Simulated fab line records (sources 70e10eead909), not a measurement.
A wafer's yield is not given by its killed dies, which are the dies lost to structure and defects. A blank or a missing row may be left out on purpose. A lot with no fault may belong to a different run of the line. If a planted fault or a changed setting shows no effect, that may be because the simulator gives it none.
fab line records	flow nandHarc
record: lots: 13	wafers: 39	lastDay: 24
route steps=1159 shown A_WL_FILL@822 A_CONTACT@840 END@1159
lots untouched by any fault: they come from a run of this same line in which no faults occurred
startH: hours from the record's first day to the start of the lot's first wafer shown	waitH: hours elapsed since this lot's preceding step	" repeats the value in the row above	L1.1+2: several wafers, shown together as one row	- no value present, or no start provided	* or withheld: withheld	< > ~ a bound
route shown NAME@n: names a module that has steps shown in the file, with the first one's number in the route	usual: mean and standard deviation over wafers with no fault	same: alike in all rows	chamber/n: place in a boat	sites: per-site readings	_std_site: standard deviation of those values	_edge_site: the outer-site mean with the inner-site mean subtracted	radiusMm: for every site, how far away it sits from the centre of the wafer	mask NAME#n: copy n	behind: the tool/chamber that last shaped the wafer	hold: why the lot was held/for how many hours/how that ended	device: whichever transistor did not switch (one of n, p or np)	end of line: tests run on the same wafers once the route is complete	a step with no rows: only its recipe	killed: dies lost to structure and defects at the first sort, not the wafer's yield	map: the dies of a wafer, with x for killed, . for not killed, _ for no die there
set.NAME: the setting that was run; set.NAME@STEP: the one run at that earlier step	model.NAME: the simulator's own value behind a step, which no gauge read
the route's steps for a sample of lots (tables are steps, rows are wafers)
services: when a tool's chamber went out of use (startH, in hours from the record's first day, below 0 if earlier), for how many hours, and the reason
== steps ==
step: NHARC_A_WL_FILL_ALD_10
recipe: targetThkA: 500	pulseTimeS: 10	aldCycles: 500	tempC: 300	material: SiO2
usual: aldCycles: 500/0	heaterPowerW: 467/45	precursorPulseHeightRel: 1.000/0.02
lot.wafer	tool	chamber	startH	waitH	aldCycles	heaterPowerW	precursorPulseHeightRel
L774.4	aldHk-03	1	353.97	0.0	500	495	1.004
L774.2	"	0	355.53	1.6	500	471	1.000
L774.6	"	2	356.57	2.6	500	514	0.984
L773.1	aldHk-01	2	354.00	0.1	500	450	1.000
L773.4	"	3	"	"	500	421	0.993
L773.5	"	2	356.06	2.1	500	462	1.006
L777.2	aldHk-03	0	366.38	0.1	500	475	1.000
L777.1	"	2	367.42	1.1	500	484	0.988
L777.5	"	0	368.46	2.1	500	477	0.961
L778.4	aldHk-03	1	378.86	0.7	500	492	0.963
L778.3	"	2	"	"	500	490	0.971
L778.5	"	2	381.40	3.3	500	492	0.979
L779.4	aldHk-04	2	379.74	1.6	500	428	0.991
L779.5	"	3	"	"	500	412	1.000
L779.6	"	0	"	"	500	455	1.008
L776.3	aldHk-01	3	382.07	0.1	500	425	0.989
L776.4	"	0	"	"	500	500	1.032
L776.6	"	0	384.67	2.7	500	508	1.005
L780.4	aldHk-04	2	390.41	0.1	500	442	1.008
L780.1	"	0	391.44	1.1	500	458	0.961
L780.2	"	1	"	"	500	507	1.010
L783.2	aldHk-03	1	409.82	0.6	500	498	1.002
L783.4	"	2	"	"	500	488	1.006
L783.1	"	3	"	"	500	552	1.043
L782.4	aldHk-01	2	409.82	0.6	500	441	1.007
L782.1	"	3	"	"	500	412	1.021
L782.5	"	1	411.37	2.1	500	409	1.001
L784.4	aldHk-01	0	422.40	2.5	500	540	1.010
L784.2	"	2	423.43	3.5	500	441	1.001
L784.1	"	3	"	"	500	435	0.991
L790.4	aldHk-01	2	447.62	0.1	500	442	1.044
L790.3	"	3	"	"	500	443	0.982
L790.6	"	2	449.68	2.1	500	441	0.987
L792.3	aldHk-01	1	453.69	0.1	500	409	1.016
L792.4	"	2	"	"	500	439	1.010
L792.2	"	0	455.25	1.6	500	535	0.979
L795.1	aldHk-04	3	478.74	0.1	500	400	0.990
L795.4	"	0	"	"	500	458	0.993
L795.6	"	0	481.34	2.7	500	451	0.965
step: NHARC_A_WL_FILL_ALD_19
recipe: targetThkA: 20	pulseTimeS: 3	aldCycles: 100	tempC: 450	material: TiN
usual: aldCycles: 100/0	heaterPowerW: 1045/130	precursorPulseHeightRel: 0.999/0.019
lot.wafer	tool	chamber	startH	waitH	aldCycles	heaterPowerW	precursorPulseHeightRel
L773.1	aldMetal-01	2	364.13	0.1	100	977	1.026
L773.4	"	1	"	"	100	965	0.974
L773.5	"	3	"	"	100	881	1.009
L774.2	aldMetal-04	2	364.27	0.2	100	1136	0.962
L774.4	"	0	"	"	100	990	1.008
L774.6	"	1	"	"	100	1172	0.979
L777.2	aldMetal-02	1	376.55	0.1	100	1176	0.982
L777.1	"	2	"	"	100	1030	1.030
L777.5	"	0	"	"	100	946	0.971
L779.4	aldMetal-04	2	388.35	0.1	100	1118	0.994
L779.5	"	1	"	"	100	1190	0.992
L779.6	"	2	"	"	100	1104	1.000
L778.3	aldMetal-01	2	388.35	0.1	100	978	1.006
L778.4	"	1	"	"	100	954	0.998
L778.5	"	3	"	"	100	890	1.000
L776.4	aldMetal-04	1	392.30	0.1	100	1189	1.003
L776.3	"	3	"	"	100	1200	1.002
L776.6	"	1	"	"	100	1172	1.031
L780.2	aldMetal-01	2	400.55	0.1	100	952	0.987
L780.1	"	3	"	"	100	895	0.986
L780.4	"	1	"	"	100	964	0.982
L782.4	aldMetal-04	0	419.41	0.1	100	934	1.006
L782.1	"	1	"	"	100	1209	1.021
L782.5	"	1	"	"	100	1232	1.015
L783.1	aldMetal-02	1	419.44	0.1	100	1173	1.015
L783.2	"	2	"	"	100	1012	1.010
L783.4	"	3	"	"	100	795	1.018
L784.1	aldMetal-01	2	432.74	0.1	100	974	0.987
L784.2	"	0	"	"	100	1067	1.015
L784.4	"	2	"	"	100	978	1.026
L790.3	aldMetal-02	2	458.08	0.1	93	1028	1.007
L790.4	"	0	"	"	93	959	1.022
L790.6	"	2	"	"	100	1032	0.985
L792.4	aldMetal-02	3	463.87	0.1	93	811	0.998
L792.2	"	0	"	"	100	980	0.982
L792.3	"	1	"	"	93	1228	0.978
L795.1	aldMetal-01	2	489.26	0.1	100	947	0.968
L795.4	"	3	"	"	100	873	0.943
L795.6	"	3	"	"	100	868	0.986
step: NHARC_A_WL_FILL_CMP_12
recipe: tOverpolishS: 30	targetThkNm: 75
usual: motorCurrentA: 12.2/1.4	overpolishRunS: 29.999/0.0096	padLifeWafers: 270/170	timeToEndpointS: 14.9/2.4
lot.wafer	tool	chamber	startH	waitH	motorCurrentA	overpolishRunS	padLifeWafers	timeToEndpointS
L773.4	cmp-02	0	369.35	2.2	9.4	30.002	228	13.4
L773.1	"	1	"	"	11.5	30.002	229	10.9
L773.5	"	1	"	"	11.5	30.008	-	9.0
L774.4	cmp-01	1	373.58	2.9	12.8	30.002	540	13.9
L774.2	"	2	"	"	10.3	30.009	541	15.9
L774.6	"	2	"	"	10.7	30.013	-	17.1
L777.2	cmp-01	3	381.84	3.7	11.9	29.993	7	16.5
L777.1	"	1	"	"	12.1	30.012	9	17.2
L777.5	"	3	"	"	11.9	29.984	-	15.5
L779.4	cmp-01	3	394.10	2.9	11.7	29.990	68	14.4
L779.5	"	1	"	"	11.9	30.008	-	16.8
L779.6	"	2	"	"	10.3	29.993	-	18.0
L778.4	cmp-03	3	397.18	2.9	11.0	29.984	204	15.0
L778.3	"	0	"	"	12.2	29.993	205	13.3
L778.5	"	0	"	"	12.7	30.009	-	14.1
L776.4	cmp-02	0	399.39	3.0	10.1	30.012	410	13.3
L776.3	"	1	"	"	12.5	29.993	411	11.2
L776.6	"	2	"	"	14.6	30.002	-	15.8
L780.2	cmp-01	3	408.02	3.6	11.6	29.998	144	13.8
L780.1	"	1	"	"	12.3	30.002	146	14.7
L780.4	"	2	"	"	10.4	29.993	147	14.7
L783.1	cmp-03	3	424.62	4.3	11.1	30.007	366	11.8
L783.4	"	0	"	"	12.3	29.994	367	13.5
L783.2	"	1	"	"	14.6	30.006	368	13.4
L782.1	cmp-01	0	424.68	4.4	14.8	29.993	264	17.3
L782.4	"	3	"	"	11.8	30.002	267	18.6
L782.5	"	1	"	"	11.8	30.006	-	18.6
L784.4	cmp-02	0	439.73	2.2	10.0	30.011	78	19.1
L784.1	"	1	"	"	12.5	29.997	79	16.5
L784.2	"	3	"	"	11.4	29.993	81	16.6
L790.3	cmp-02	1	464.70	3.0	12.2	30.001	240	13.1
L790.4	"	3	"	"	11.6	30.004	242	16.1
L790.6	"	1	"	"	12.3	29.980	-	16.9
L792.3	cmp-03	1	469.77	2.2	14.2	30.011	48	12.8
L792.4	"	2	"	"	13.4	29.995	49	17.0
L792.2	"	3	"	"	10.7	29.997	50	13.8
L795.1	cmp-02	0	494.82	3.6	10.3	30.014	450	15.9
L795.4	"	1	"	"	12.2	29.998	451	13.1
L795.6	"	0	"	"	10.3	30.001	-	16.9
step: NHARC_A_CONTACT_DEP_24
recipe: targetThkA: 5000	tempC: 400	pressureTorr: 6.5	rfW: 900	teosFlowSccm: 161.4	flowSccm: 2650	targetThkNm: 500	gas: O2	material: SiO2
usual: heaterPowerW: 514/120	throttleValvePct: 16.3/0.53
lot.wafer	tool	chamber	startH	waitH	heaterPowerW	throttleValvePct
L773.1	pecvd-04	2	369.88	0.1	637	16.3
L773.5	"	2	"	"	641	16.5
L773.4	"	0	"	"	646	16.2
L774.2	pecvd-04	1	374.27	0.2	605	16.2
L774.4	"	0	"	"	585	16.3
L774.6	"	1	"	"	620	16.4
L777.2	pecvd-03	0	382.49	0.2	492	15.9
L777.1	"	1	"	"	414	17.3
L777.5	"	2	"	"	374	16.5
L779.4	pecvd-02	2	394.79	0.2	376	15.9
L779.5	"	0	"	"	401	16.9
L779.6	"	1	"	"	440	15.6
L778.3	pecvd-04	0	397.78	0.1	707	15.9
L778.4	"	2	"	"	600	16.0
L778.5	"	1	"	"	633	16.1
L776.3	pecvd-03	2	399.95	0.1	409	16.7
L776.4	"	2	"	"	408	16.6
L776.6	"	0	"	"	456	15.8
L780.2	pecvd-02	1	408.57	0.1	503	15.7
L780.1	"	2	"	"	443	15.7
L780.4	"	0	"	"	397	16.9
L783.2	pecvd-02	2	425.17	0.1	381	15.9
L783.1	"	0	"	"	409	17.2
L783.4	"	2	"	"	397	15.9
L782.1	pecvd-03	2	425.34	0.2	308	16.7
L782.4	"	2	"	"	344	16.8
L782.5	"	0	"	"	485	15.8
L784.2	pecvd-04	1	440.32	0.1	573	16.3
L784.1	"	2	"	"	649	15.9
L784.4	"	1	"	"	607	16.4
L790.3	pecvd-03	1	465.26	0.1	513	17.1
L790.6	"	1	"	"	535	17.1
L790.4	"	2	"	"	412	17.0
L792.3	pecvd-02	2	470.37	0.1	441	15.9
L792.2	"	0	"	"	399	17.3
L792.4	"	2	"	"	328	15.8
L795.1	pecvd-04	1	495.41	0.1	588	16.5
L795.6	"	0	"	"	772	16.0
L795.4	"	2	"	"	587	15.8
step: NHARC_END_SORT_01
recipe: tempC: 25
usual: killedAtArray: 27/11	killedAtOther: 0.7/1.1	killedAtPeriphery: 3.4/2.1	killedDies: 31/12	killedOpen: 3.6/2	killedShort: 2.0/1.3
same: grossDies: 677
lot.wafer	tool	chamber	startH	waitH	killedAtArray	killedAtOther	killedAtPeriphery	killedDies	killedOpen	killedShort
L780.1	prober-01	0	485.96	2.5	19	0	0	19	3	2
L780.2	prober-01	0	486.76	2.8	24	0	3	27	2	3
L780.4	prober-01	0	488.37	3.4	26	1	5	32	8	0
L783.1	prober-01	0	498.39	2.5	39	1	3	43	1	2
L783.2	prober-01	0	499.19	2.8	36	0	6	42	6	3
L783.4	prober-01	0	500.79	3.4	34	0	1	35	3	2
killed by level:class
L780.1 A_SLIT:chamberFilmFlake=7 A_CHANNEL_FILL_D1:chamberFilmFlake=3 A_CONTACT:geometricParticle:open=2 A_STAIRCASE:chamberFilmFlake=2 A_CONTACT:chamberFilmFlake=2 A_SOURCE_PLATE:geometricParticle:open=1 A_SOURCE_PLATE:geometricParticle:short=1 A_M1:geometricParticle:short=1
L780.2 A_SLIT:chamberFilmFlake=7 A_CHANNEL_FILL_D1:chamberFilmFlake=5 A_STAIRCASE:chamberFilmFlake=4 A_CONTACT:chamberFilmFlake=3 P_STI:geometricParticle:short=1 P_M0:geometricParticle:open=1 A_ONON_D1:geometricParticle:short=1 A_SGD_CUT:geometricParticle:open=1
L780.4 A_SLIT:chamberFilmFlake=13 A_CONTACT:geometricParticle:open=3 A_SGD_CUT:geometricParticle:open=2 P_GATE:chamberFilmFlake=2 A_CHANNEL_FILL_D1:chamberFilmFlake=2 A_STAIRCASE:chamberFilmFlake=2 P_BONDPAD:geometricParticle:open=1 A_CHANNEL_FILL_D1:geometricParticle:open=1
L783.1 A_CHANNEL_HOLE_D1:chamberFilmFlake=21 A_STAIRCASE:chamberFilmFlake=6 A_WL_FILL:chamberFilmFlake=5 P_ZERO_WELL:chamberFilmFlake=3 A_SGD_CUT:chamberFilmFlake=2 A_WL_FILL:geometricParticle:short=1 A_WL_FILL:geometricParticle:open=1 A_CONTACT:geometricParticle:short=1
L783.2 A_CHANNEL_HOLE_D1:chamberFilmFlake=20 A_STAIRCASE:chamberFilmFlake=4 P_M0:chamberFilmFlake=3 A_CONTACT:chamberFilmFlake=3 A_CONTACT:geometricParticle:open=2 P_M0:geometricParticle:open=1 A_ONON_D1:geometricParticle:open=1 A_ONON_D1:geometricParticle:short=1
L783.4 A_CHANNEL_HOLE_D1:chamberFilmFlake=21 A_STAIRCASE:chamberFilmFlake=4 A_WL_FILL:chamberFilmFlake=3 P_M0:geometricParticle:short=1 A_ONON_D1:geometricParticle:short=1 A_CONTACT:geometricParticle:open=1 A_BLC:geometricParticle:open=1 A_M0:geometricParticle:open=1
== services ==
tool	chamber	startH	hours	kind
pecvd-02	-	334.19	13.0	pm
aldMetal-02	-	364.00	10.0	pm
cmp-01	-	375.50	4.0	pm
pecvd-04	-	376.33	13.0	pm
pecvd-02	-	380.66	0.7	repair
aldMetal-01	0	384.01	25.9	repair
cmp-01	-	385.68	0.8	repair
cmp-01	-	394.23	0.4	repair
aldMetal-01	3	401.34	6.4	repair
aldMetal-04	-	406.00	10.0	pm
pecvd-03	1	411.13	9.1	repair
cmp-02	-	422.56	4.0	pm
aldMetal-01	1	422.65	23.8	repair
pecvd-04	0	425.86	6.0	repair
pecvd-02	-	430.98	1.4	repair
aldMetal-01	3	431.78	16.2	repair
pecvd-03	-	443.71	2.3	repair
pecvd-03	-	446.07	0.3	repair
cmp-01	-	453.25	4.0	repair
aldMetal-01	-	458.00	10.0	pm
cmp-01	-	468.75	3.8	repair
pecvd-03	-	473.33	13.0	pm
cmp-01	-	473.50	4.0	pm
aldHk-03	-	473.77	21.4	repair
== key ==
firstSign: step: NHARC_A_WL_FILL_ALD_19	reading: aldCycles	direction: down	sigmas: 99+	usual: 100	struck: 93
effect none on later readings
metAt NHARC_A_WL_FILL_ALD_19
struckLots L790,L792
struckWafers L790.3,L790.4,L792.3,L792.4
testerLeftOut L790,L792
notActingAt NHARC_A_WL_FILL_ALD_10,NHARC_A_WL_FILL_CMP_12,NHARC_A_CONTACT_DEP_24
onsetBetween 419.44 458.08
fault: kind: processParameterDrift	tool: aldMetal-02	chamber: -	onsetH: 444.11	steps: NHARC_A_WL_FILL_ALD_19	channel: aldCycles	offset: -7	shape: step	endH: 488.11	scope: struckWafersOnly	actsIn: theseRecipesOnly	stated: 100
testerLeftOut: of these lots the tester's yield and bins aren't shown, on N5 and GAA mostly nor the transistor test; their killed dies are dies lost to structure and defects alone, not to doping, threshold or leakage, so they don't give the yield
